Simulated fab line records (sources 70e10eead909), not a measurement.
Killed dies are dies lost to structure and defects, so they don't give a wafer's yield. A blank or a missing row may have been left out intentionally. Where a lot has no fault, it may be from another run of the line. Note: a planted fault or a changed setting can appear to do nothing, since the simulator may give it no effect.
One fault through the eyes of 2 desks + flow nand_harc + only its own numbers are on each desk; what lay behind them is given at the end

== AT THE METROLOGY DESK ==
What the gauges read for every lot (on any tool): the sampled wafers with a number, averaged. Marked OUT: a lot whose mean sits more than 4 standard deviations from the usual mean, which makes it out of limits; the brackets give that distance.
Columns: A = cd_nm at NHARC_P_GATE_CD_MEAS_59, usual 719.7 nm
| lot  | first seen here | A     |
|------|-----------------|-------|
| L369 | day 5 09:35     | 718.8 |
| L368 | day 5 10:05     | 719.8 |
| L371 | day 5 23:50     | 720.6 |
| L370 | day 6 00:44     | 717.9 |
| L372 | day 6 04:23     | 719.5 |
| L378 | day 7 18:31     | 718.8 |
| L377 | day 7 19:02     | 719.8 |
| L381 | day 8 10:59     | 717.6 |
| L382 | day 8 11:56     | 718.8 |
| L385 | day 9 13:20     | 718.3 |
| L388 | day 10 06:34    | 718.2 |
| L390 | day 10 21:25    | 719.0 |
| L391 | day 11 01:29    | 721.4 |
This desk found nothing out of limits on any of the 13 lots.

== FOR THE TOOL OWNER'S DESK: pecvd-01 ==
The tool's own readings at NHARC_P_CONTACT_DEP_30 (deposits SiNx, target thk 30 nm): means of the sampled wafers that have a number, for each lot that ran on this tool. Marked OUT: a lot whose mean sits more than 4 standard deviations from the usual mean, which makes it out of limits; the brackets give that distance.
Columns: A = heater_power_w at NHARC_P_CONTACT_DEP_30, usual 764 W; B = rf_fwd_power_W at NHARC_P_CONTACT_DEP_30, usual 448.8 W
| lot  | first seen here | A   | B               |
|------|-----------------|-----|-----------------|
| L369 | day 5 15:05     | 754 | 450.0           |
| L370 | day 6 05:35     | 732 | 448.9           |
| L372 | day 6 09:12     | 683 | 447.6           |
| L378 | day 7 23:32     | 958 | 400.6 (-32) OUT |
| L381 | day 8 16:22     | 782 | 424.9 (-16) OUT |
| L382 | day 8 17:05     | 768 | 424.2 (-16) OUT |
This desk finds L378, L381, L382 out of limits, L378 being first, at day 7 23:32 (rf_fwd_power_W at NHARC_P_CONTACT_DEP_30). L369, L370, L372: within limits.

== BROUGHT TOGETHER ==
An alarm could have come from the tool owner's desk at day 7 23:32, on L378, L381, L382.
The metrology desk saw nothing out of limits.
The metrology desk holds a record of L378, L381, L382, inside its limits.
The lots listed all ran NHARC_P_CONTACT_DEP_30 on pecvd-01.

== WHAT THE SIMULATOR PUT IN ==
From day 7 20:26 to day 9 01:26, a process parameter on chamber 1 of pecvd-01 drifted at NHARC_P_CONTACT_DEP_30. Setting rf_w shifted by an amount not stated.
Lots struck among those shown: L378, L381, L382.
Time in hours from fault onset to the first out-of-limits reading at each desk: the tool owner's desk, 3.
